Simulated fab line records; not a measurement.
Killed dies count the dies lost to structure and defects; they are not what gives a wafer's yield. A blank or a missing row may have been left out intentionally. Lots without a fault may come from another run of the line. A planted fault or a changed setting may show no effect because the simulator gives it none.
fab line records	flow nand_harc
record: lots: 5	wafers: 15	last_day: 33
route steps=1302 shown P_ZERO_WELL@14 END@1302
lots that met no fault: taken from a fault-free run of the same line
start_h: hours from the record's first day to the start of the lot's first wafer shown	wait_h: how many hours have passed since the lot's step before this one	" repeats the value in the row above	L1.1+2: several wafers, shown together as one row	- no value, or no start given	* or withheld: withheld	< > ~ a bound
route shown NAME@n: names a module that has steps shown in the file, with the first one's number in the route	usual: mean/standard deviation of fault-free wafers	same: alike in all rows	chamber/n: place in a boat	sites: the reading at each site	_std_site: their standard deviation	_edge_site: inner sites' mean taken away from outer sites' mean	radius_mm: how far each site lies from the wafer's centre	mask NAME#n: copy n	behind: the most recent tool/chamber to have shaped the wafer	hold: what put the lot on hold/how long, in hours/how the hold closed	device: the n, p or np transistor that did not switch	end of line: tests of these same wafers at the route's end	a step with no rows: only its recipe	killed: count of dies lost to structure and defects at first sort (not the wafer's yield)	map: a wafer's dies, marking killed ones x, the rest . and places with no die _
set.NAME: the setting as run; set.NAME@STEP: as run at that earlier step	model.NAME: the simulator's own value behind a step, which no gauge read
lots at some steps of the route; a table a step, a row a wafer
services: the hour from which a tool's chamber was out of use, counted from the record's first day as start_h (under 0 if before that day), plus the number of hours and why
== steps ==
step: NHARC_P_ZERO_WELL_CD_MEAS_11
recipe: target_cd_nm: 500	landing_energy_ev: 500
usual: cd_nm: 499.0/2.2
lot.wafer	tool	chamber	start_h	wait_h	cd_nm
L669.2	cd_sem-01	0	51.13	-	496.4
L669.3	"	0	"	"	499.0
L669.4	"	0	"	"	498.1
L672.1	cd_sem-03	0	81.24	-	502.5
L672.2	"	0	"	"	497.7
L672.3	"	0	"	"	496.0
L676.1	cd_sem-01	0	121.12	-	498.8
L676.4	"	0	"	"	496.9
L676.5	"	0	"	"	501.1
L685.2	cd_sem-03	0	211.24	-	494.3
L685.3	"	0	"	"	500.4
L685.6	"	0	"	"	502.2
L689.1	cd_sem-01	0	251.24	-	496.8
L689.4	"	0	"	"	495.1
L689.5	"	0	"	"	500.7
step: NHARC_P_ZERO_WELL_HARDBAKE_12
recipe: temp_c: 118	time_s: 65
step: NHARC_P_ZERO_WELL_DESCUM_13
recipe: time_s: 3	o2_flow_sccm: 200	ar_flow_sccm: 0	bias_power_w: 0	chemistry: O2
usual: drypump_motor_current_A: 5.7/0.35	oes_product_au: 1.001/0.01	rf_vpp_V: 57.8/0.92	showerhead_plenum_p_Torr: 1.92/0.077	throttle_valve_pct: 11.311/0.0095
lot.wafer	tool	chamber	start_h	wait_h	drypump_motor_current_A	oes_product_au	rf_hours_counter_h	rf_vpp_V	showerhead_plenum_p_Torr	throttle_valve_pct
L669.2	rie_diel-02	3	51.29	-	5.2	1.020	1	59.0	1.83	11.325
L669.4	"	1	"	"	6.0	1.008	1	57.4	1.97	11.301
L669.3	"	2	"	"	5.7	0.997	1	57.1	1.83	11.290
L672.2	rie_diel-12	2	81.40	-	6.0	1.003	51	58.4	1.78	11.294
L672.3	"	3	"	"	5.0	0.998	55	59.6	1.96	11.298
L672.1	"	1	"	"	5.6	0.995	49	56.8	1.85	11.297
L676.4	rie_diel-12	0	121.28	-	5.6	0.998	6	58.5	1.96	11.304
L676.1	"	2	"	"	6.0	0.998	9	57.4	1.77	11.321
L676.5	"	0	"	"	5.5	0.993	-	57.8	1.96	11.316
L685.3	rie_diel-12	0	211.41	-	5.6	0.996	35	58.9	1.96	11.311
L685.2	"	2	"	"	6.0	1.009	41	56.2	1.77	11.313
L685.6	"	0	"	"	5.6	0.986	-	58.4	1.96	11.310
L689.4	rie_diel-09	1	251.40	-	6.1	0.997	30	57.4	1.99	11.317
L689.1	"	3	"	"	5.9	1.005	29	56.7	1.83	11.307
L689.5	"	1	"	"	6.2	0.997	-	57.5	1.99	11.312
step: NHARC_P_ZERO_WELL_ETCH_65
recipe: target_depth_a: 800	overetch_a: 240	time_s: 87.88	ion_energy_ev: 200	n2_flow_sccm: 150	h2_flow_sccm: 150	ar_flow_sccm: 0	rf_w: 400	bias_w: 150	chemistry: N2/H2
usual: drypump_motor_current_A: 5.7/0.37	oes_product_au: 1.002/0.01	rf_vpp_V: 430.6/2.4	showerhead_plenum_p_Torr: 2.05/0.081	throttle_valve_pct: 14.172/0.0088
lot.wafer	tool	chamber	start_h	wait_h	drypump_motor_current_A	oes_product_au	rf_hours_counter_h	rf_vpp_V	showerhead_plenum_p_Torr	throttle_valve_pct
L669.4	rie_diel-02	3	51.37	0.1	5.2	1.007	1	427.6	1.95	14.166
L669.2	"	0	"	"	6.0	0.993	1	432.4	2.07	14.156
L669.3	"	2	"	"	5.7	0.991	1	429.2	1.95	14.168
L672.1	rie_diel-12	2	81.48	0.1	6.0	0.999	51	426.7	1.89	14.177
L672.2	"	3	"	"	5.1	0.995	55	433.5	2.09	14.177
L672.3	"	1	"	"	5.5	0.987	49	428.3	1.97	14.153
L676.4	rie_diel-12	0	121.37	0.1	5.6	0.998	6	432.4	2.10	14.176
L676.1	"	2	"	"	6.0	1.011	9	426.1	1.89	14.170
L676.5	"	0	"	"	5.5	1.006	-	431.4	2.10	14.171
L685.2	rie_diel-12	1	211.50	0.1	5.6	0.994	36	428.4	1.95	14.173
L685.3	"	2	"	"	6.0	1.001	41	425.3	1.88	14.163
L685.6	"	0	"	"	5.6	1.002	-	432.2	2.09	14.163
L689.1	rie_diel-09	0	251.50	0.1	5.3	0.999	29	430.7	2.03	14.172
L689.4	"	1	"	"	6.2	0.991	30	432.2	2.12	14.172
L689.5	"	2	"	"	5.7	0.986	-	434.3	2.14	14.172
step: NHARC_P_ZERO_WELL_ETCH_62
recipe: target_depth_a: 130	time_s: 6.5	chf3_flow_sccm: 50	ar_flow_sccm: 200	rf_w: 500	bias_w: 200	chemistry: CHF3/Ar
usual: drypump_motor_current_A: 5.7/0.34	oes_product_au: 0.964/0.017	rf_vpp_V: 370.9/2.3	showerhead_plenum_p_Torr: 2.36/0.092	throttle_valve_pct: 20.216/0.0095
lot.wafer	tool	chamber	start_h	wait_h	drypump_motor_current_A	oes_product_au	rf_hours_counter_h	rf_vpp_V	showerhead_plenum_p_Torr	throttle_valve_pct
L669.4	rie_diel-02	3	-	-	5.2	0.975	1	368.0	2.25	20.229
L669.3	"	1	"	"	6.0	0.995	1	371.1	2.41	20.200
L669.2	"	2	"	"	5.7	0.963	1	368.7	2.25	20.202
L672.3	rie_diel-12	3	-	-	5.1	0.961	55	373.3	2.40	20.219
L672.2	"	0	"	"	5.6	0.981	52	371.8	2.41	20.215
L672.1	"	1	"	"	5.5	0.954	49	370.7	2.27	20.222
L676.1	rie_diel-12	1	-	-	5.6	0.996	7	369.1	2.26	20.228
L676.4	"	2	"	"	6.0	0.991	9	365.7	2.18	20.199
L676.5	"	3	"	"	5.1	0.974	-	371.7	2.40	20.215
L685.2	rie_diel-12	1	-	-	5.5	0.976	36	369.6	2.25	20.219
L685.3	"	2	"	"	6.0	0.978	41	367.4	2.17	20.221
L685.6	"	2	"	"	6.0	0.986	-	365.8	2.17	20.225
L689.1	rie_diel-09	2	-	-	5.7	0.951	30	373.1	2.45	20.224
L689.4	"	3	"	"	5.9	0.981	29	369.4	2.24	20.219
L689.5	"	2	"	"	5.7	0.947	-	373.2	2.45	20.221
step: NHARC_P_ZERO_WELL_ETCH_63
recipe: target_depth_a: 1200	time_s: 40.1	hbr_flow_sccm: 150	cl2_flow_sccm: 50	rf_w: 400	icp_w: 400	bias_w: 100	chemistry: HBr/Cl2
usual: drypump_motor_current_A: 5.4/0.38	oes_product_au: 1.000/0.015	throttle_valve_pct: 26.406/0.0092
lot.wafer	tool	chamber	start_h	wait_h	drypump_motor_current_A	oes_product_au	rf_hours_counter_h	throttle_valve_pct
L669.3	rie_si-01	1	51.55	-	5.0	0.990	0.15	26.409
L669.2	"	3	"	"	5.1	1.026	0.19	26.403
L669.4	"	0	"	"	5.7	1.009	0.14	26.434
L672.1	rie_si-04	0	81.67	-	5.4	0.967	0.43	26.395
L672.2	"	1	"	"	5.2	0.983	0.53	26.389
L672.3	"	2	"	"	5.7	0.986	0.46	26.416
L676.4	rie_si-03	3	121.53	-	5.5	0.978	0.38	26.388
L676.1	"	0	"	"	5.6	0.991	0.35	26.410
L676.5	"	0	"	"	5.6	1.002	-	26.414
L685.3	rie_si-01	0	211.77	-	5.7	0.989	0.03	26.410
L685.2	"	1	"	"	5.0	0.993	0.03	26.403
L685.6	"	0	"	"	5.7	0.992	-	26.397
L689.4	rie_si-04	1	251.65	-	5.1	1.039	0.62	26.412
L689.1	"	0	"	"	5.5	1.012	0.53	26.410
L689.5	"	1	"	"	5.1	1.033	-	26.393
step: NHARC_P_ZERO_WELL_STRIP_15
recipe: time_s: 900	temp_c: 130	chemistry: SPM
step: NHARC_P_ZERO_WELL_DEHYDRATE_16
recipe: temp_c: 150	time_s: 120
step: NHARC_P_ZERO_WELL_HMDS_17
recipe: time_s: 30
step: NHARC_P_ZERO_WELL_COAT_18
recipe: spin_rpm: withheld
step: NHARC_P_ZERO_WELL_SOFTBAKE_19
recipe: temp_c: 122	time_s: 95
step: NHARC_P_ZERO_WELL_EBR_20
step: NHARC_P_ZERO_WELL_EXPOSE_21
recipe: na: 0.6	target_cd_nm: 720	dose_mj: 22.31	mask_id: P_NWELL
usual: focus_offset_nm: -0.2/0.6
lot.wafer	tool	chamber	start_h	wait_h	mask	focus_offset_nm
L669.2	krf_scanner-02	0	52.20	-	P_NWELL#0	0.0
L669.3	"	0	"	"	P_NWELL#0	-0.3
L669.4	"	0	"	"	P_NWELL#0	-0.2
L672.1	krf_scanner-01	0	82.30	-	P_NWELL#0	0.1
L672.2	"	0	"	"	P_NWELL#0	-0.4
L672.3	"	0	"	"	P_NWELL#0	1.1
L676.1	krf_scanner-01	0	122.18	-	P_NWELL_R1#0	-0.4
L676.4	"	0	"	"	P_NWELL_R1#0	0.6
L676.5	"	0	"	"	P_NWELL_R1#0	0.6
L685.2	krf_scanner-02	0	212.41	-	P_NWELL#0	0.6
L685.3	"	0	"	"	P_NWELL#0	0.1
L685.6	"	0	"	"	P_NWELL#0	0.3
L689.1	krf_scanner-01	0	252.30	-	P_NWELL#0	-0.3
L689.4	"	0	"	"	P_NWELL#0	-0.8
L689.5	"	0	"	"	P_NWELL#0	-0.3
step: NHARC_P_ZERO_WELL_PEB_22
recipe: peb_temp_c: 118	peb_time_s: 85
step: NHARC_P_ZERO_WELL_DEVELOP_23
recipe: time_s: 70
step: NHARC_P_ZERO_WELL_CD_MEAS_24
recipe: target_cd_nm: 720	landing_energy_ev: 500
usual: cd_nm: 720.2/2.8
lot.wafer	tool	chamber	start_h	wait_h	cd_nm
L669.2	cd_sem-02	0	52.35	-	724.5
L669.3	"	0	"	"	722.0
L669.4	"	0	"	"	721.9
L672.1	cd_sem-02	0	82.45	-	716.4
L672.2	"	0	"	"	717.6
L672.3	"	0	"	"	717.0
L676.1	cd_sem-02	0	122.34	-	674.7
L676.4	"	0	"	"	673.9
L676.5	"	0	"	"	676.7
L685.2	cd_sem-01	0	212.56	-	724.1
L685.3	"	0	"	"	721.0
L685.6	"	0	"	"	722.7
L689.1	cd_sem-03	0	252.46	-	716.2
L689.4	"	0	"	"	716.1
L689.5	"	0	"	"	720.5
step: NHARC_P_ZERO_WELL_HARDBAKE_25
recipe: temp_c: 125	time_s: 80
step: NHARC_P_ZERO_WELL_DESCUM_26
recipe: time_s: 3	o2_flow_sccm: 200	ar_flow_sccm: 0	bias_power_w: 0	chemistry: O2
usual: drypump_motor_current_A: 5.7/0.35	oes_product_au: 1.003/0.011	rf_vpp_V: 57.7/0.85	showerhead_plenum_p_Torr: 1.91/0.073	throttle_valve_pct: 11.311/0.008
lot.wafer	tool	chamber	start_h	wait_h	drypump_motor_current_A	oes_product_au	rf_hours_counter_h	rf_vpp_V	showerhead_plenum_p_Torr	throttle_valve_pct	model.P_ZERO_WELL.cd_nm
L669.3	rie_diel-12	3	52.51	-	5.1	1.010	45	58.4	1.96	11.313	721.6
L669.2	"	0	"	"	5.5	1.023	44	59.4	1.97	11.307	724.8
L669.4	"	2	"	"	6.0	1.006	41	56.6	1.78	11.311	722.9
L672.1	rie_diel-09	1	82.61	-	6.1	0.995	30	58.1	2.00	11.317	716.2
L672.3	"	2	"	"	5.7	0.991	31	57.6	2.02	11.305	715.7
L672.2	"	0	"	"	5.2	0.995	35	57.7	1.92	11.316	717.6
L676.1	rie_diel-09	0	122.52	-	5.2	0.996	49	57.8	1.92	11.316	675.5
L676.4	"	1	"	"	6.1	0.998	40	56.9	2.00	11.312	673.5
L676.5	"	1	"	"	6.2	0.996	-	57.6	2.00	11.306	676.5
L685.2	rie_diel-02	1	212.72	-	6.0	1.010	50	58.5	1.95	11.331	724
L685.3	"	0	"	"	6.1	0.996	58	57.7	1.92	11.305	720.9
L685.6	"	1	"	"	6.0	0.999	-	57.1	1.95	11.328	722.4
L689.1	rie_diel-12	0	252.62	-	5.6	0.981	50	58.2	1.95	11.317	715.2
L689.4	"	3	"	"	5.1	1.013	58	57.5	1.94	11.307	716.9
L689.5	"	0	"	"	5.6	0.998	-	58.6	1.95	11.327	719.2
step: NHARC_P_ZERO_WELL_IMPLANT_27
recipe: energy_kev: 600	dose_cm2: 1e+13	tilt_deg: 7
step: NHARC_END_SORT_01
recipe: temp_c: 25
usual: killed_at_array: 52/18	killed_at_other: 1.0/1.4	killed_at_periphery: 3.1/2.3	killed_dies: 56/17	killed_open: 3.0/1.7	killed_short: 2.5/1.7
same: gross_dies: 677
lot.wafer	tool	chamber	start_h	wait_h	killed_at_array	killed_at_other	killed_at_periphery	killed_dies	killed_open	killed_short
L676.1	prober-01	0	657.89	2.5	63	2	1	66	3	5
killed by level:class
L676.1 A_SLIT:chamber_film_flake=23 A_CHANNEL_HOLE_D2:chamber_film_flake=20 A_CHANNEL_HOLE_D1:chamber_film_flake=4 A_STAIRCASE:chamber_film_flake=3 A_CHANNEL_FILL_D2:chamber_film_flake=2 THIN_TSV:chamber_film_flake=2 A_DECK1_JOINT:geometric_particle:open=1 A_DECK1_JOINT:geometric_particle:short=1
== services ==
tool	chamber	start_h	hours	kind
rie_si-01	0	39.04	6.5	repair
rie_diel-02	-	40.35	9.0	pm
rie_diel-12	2	42.58	3.5	repair
rie_si-04	0	63.46	3.4	repair
rie_diel-12	-	91.50	9.0	pm
krf_scanner-02	-	94.00	4.0	pm
krf_scanner-01	-	96.85	4.5	repair
rie_diel-02	2	97.06	9.3	repair
rie_diel-02	0	108.22	3.7	repair
krf_scanner-01	-	140.00	4.0	pm
rie_diel-12	-	141.92	0.6	repair
rie_si-01	-	142.04	0.8	repair
rie_diel-09	-	144.30	0.9	repair
krf_scanner-01	-	148.00	2.0	repair
rie_si-04	0	160.27	2.7	repair
rie_si-04	-	165.00	9.0	pm
rie_diel-02	0	173.06	6.3	repair
rie_diel-02	1	175.62	11.2	repair
rie_diel-12	1	216.14	10.1	repair
rie_diel-02	-	217.35	9.0	pm
krf_scanner-01	-	219.53	0.8	repair
krf_scanner-01	-	224.74	6.4	repair
rie_diel-02	0	246.34	2.0	repair
rie_diel-02	1	250.84	4.1	repair
== key ==
first_sign: step: NHARC_P_ZERO_WELL_EXPOSE_21	reading: mask	direction: changed
effect: step: NHARC_P_ZERO_WELL_CD_MEAS_24	reading: cd_nm	direction: down	sigmas: 16	usual: 720.2	struck: 675.1
model_effect: step: NHARC_P_ZERO_WELL_DESCUM_26	value: P_ZERO_WELL.cd_nm	without: 720.1	struck: 675.2
met_at NHARC_P_ZERO_WELL_EXPOSE_21
struck_wafers L676.1,L676.4,L676.5
tester_left_out L676
onset_between 82.30 122.18
fault: kind: wrong_mask	tool: any	chamber: -	onset_h: 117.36	steps: NHARC_P_ZERO_WELL_EXPOSE_21	aux_copy: P_NWELL_R1#0	cd_offset_nm: -44.894	scope: struck_lots_only
tester_left_out: of these lots the tester's yield and bins aren't shown, on N5 and GAA mostly nor the transistor test; their killed dies are dies lost to structure and defects alone, not to doping, threshold or leakage, so they don't give the yield
